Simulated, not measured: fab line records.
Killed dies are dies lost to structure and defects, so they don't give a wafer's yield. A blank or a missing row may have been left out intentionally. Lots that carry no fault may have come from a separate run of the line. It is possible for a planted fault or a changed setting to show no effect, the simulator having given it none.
Lot-split experiment | flow n5-finfet | route with 1938 steps; 7 lots, 21 wafers read

== SPLIT DETAILS ==
At N5_WELL_APT_EXPOSE_05 (exposes mask NWELL, defocus 0 nm, target cd 200 nm), the setting dose-mj was moved away from the recipe's 20.3 on 8 of the 21 wafers read, by -2.7% to +7.4%. All remaining wafers had this setting at the recipe value.

== FROM THE SPLIT TO THE READING: what the file shows between them, 2 steps ==
- N5_WELL_APT_DEVELOP_07: develop time 45 s (also split here: develop-time-s)
- N5_WELL_APT_HARDBAKE_12: time 120 s

== THE READING ==
At N5_WELL_APT_CD_MEAS_08: cd-nm in nanometres, against a target cd of 200 nm. On this fab line, fault-free wafers typically give 200.4 nm with a standard deviation of 1.8 nm.

wafer  | tool, chamber at the split | dose-mj as run | against the recipe | cd-nm, nm | against lot-mates on the recipe
L077.1 | krf-scanner-01, 0          | 20.3           | recipe             | 203.9     | -
L077.3 | krf-scanner-01, 0          | 21.23          | +4.6%              | 209.7     | +7.5
L077.4 | krf-scanner-01, 0          | 20.3           | recipe             | 200.4     | -
L078.1 | krf-scanner-02, 0          | 20.3           | recipe             | 200.4     | -
L078.2 | krf-scanner-02, 0          | 20.3           | recipe             | 198.2     | -
L078.4 | krf-scanner-02, 0          | 20.3           | recipe             | 200.6     | -
L079.1 | krf-scanner-01, 0          | 20.3           | recipe             | 202.2     | -
L079.2 | krf-scanner-01, 0          | 19.76          | -2.7%              | 199.4     | -2.8
L079.6 | krf-scanner-01, 0          | 19.76          | -2.7%              | 199.5     | -2.7
L082.2 | krf-scanner-01, 0          | 20.3           | recipe             | 198.2     | -
L082.4 | krf-scanner-01, 0          | 20.3           | recipe             | 202.4     | -
L082.5 | krf-scanner-01, 0          | 20.3           | recipe             | 198.8     | -
L083.1 | krf-scanner-01, 0          | 20.3           | recipe             | 198.5     | -
L083.2 | krf-scanner-01, 0          | 21.81          | +7.4%              | 208.7     | +9.2
L083.6 | krf-scanner-01, 0          | 20.3           | recipe             | 200.5     | -
L087.1 | krf-scanner-02, 0          | 21.03          | +3.6%              | 203.6     | +2.5
L087.2 | krf-scanner-02, 0          | 21.03          | +3.6%              | 205.3     | +4.2
L087.4 | krf-scanner-02, 0          | 20.3           | recipe             | 201.1     | -
L089.1 | krf-scanner-02, 0          | 20.3           | recipe             | 199.9     | -
L089.2 | krf-scanner-02, 0          | 21.28          | +4.8%              | 209.1     | +9.2
L089.4 | krf-scanner-02, 0          | 21.28          | +4.8%              | 206.6     | +6.7

THE FIT
A straight line over all 21 wafers: cd-nm changes by +1.22 nm for each +1% of dose-mj; r = +0.87; the points scatter about the line by 1.9 nm.
The same after taking each lot's own level away (the mean of its wafers on the recipe; 21 wafers): +1.32 nm for each +1%; r = +0.93; scatter 1.4 nm.
According to that fit, moving dose-mj by its largest amount changes the reading by 9.8 nm.
The span of the lots' own levels, 199.50 to 202.20 nm, comes to 1.5 times the standard deviation stated above.
Consequently the slope shifts little with the lot-to-lot level, the two slopes agreeing.
Check: with one of the wafers moved furthest among these (+7.4%) left out of the fit, the line predicts +10.4 nm for it against its lot-mates. Against them it came out at +9.2 nm.

== OTHER SPLITS ON THESE WAFERS ==
These wafers also went through other splits before the reading. Each is held against what the fit with the lots' levels taken away leaves over:
other split on the same wafers        | wafers away from the commonest value | r with cd-nm (lot level and that fit taken away)
N5_WELL_APT_DEVELOP_07 develop-time-s | 2                                    | +0.01

== THE WHOLE CHAIN: every reading that the file lists as answering this split, in the file's order ==
step                   | what it does             | reading                                                         | change (the file's fit)              | r (the file's)
N5_WELL_APT_CD_MEAS_08 | target cd 200 nm         | cd-nm                                                           | +1.34 nm for each +1% of the setting | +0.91
N5_WELL_APT_DESCUM_13  | chemistry O2, time 7.9 s | WELL_APT.cd-nm (the simulator's own value, which no gauge read) | +1.36 nm for each +1% of the setting | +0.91

== FILE'S OWN FIT ==
cd-nm changes by +1.34 nm for each +1% of dose-mj, r = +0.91.
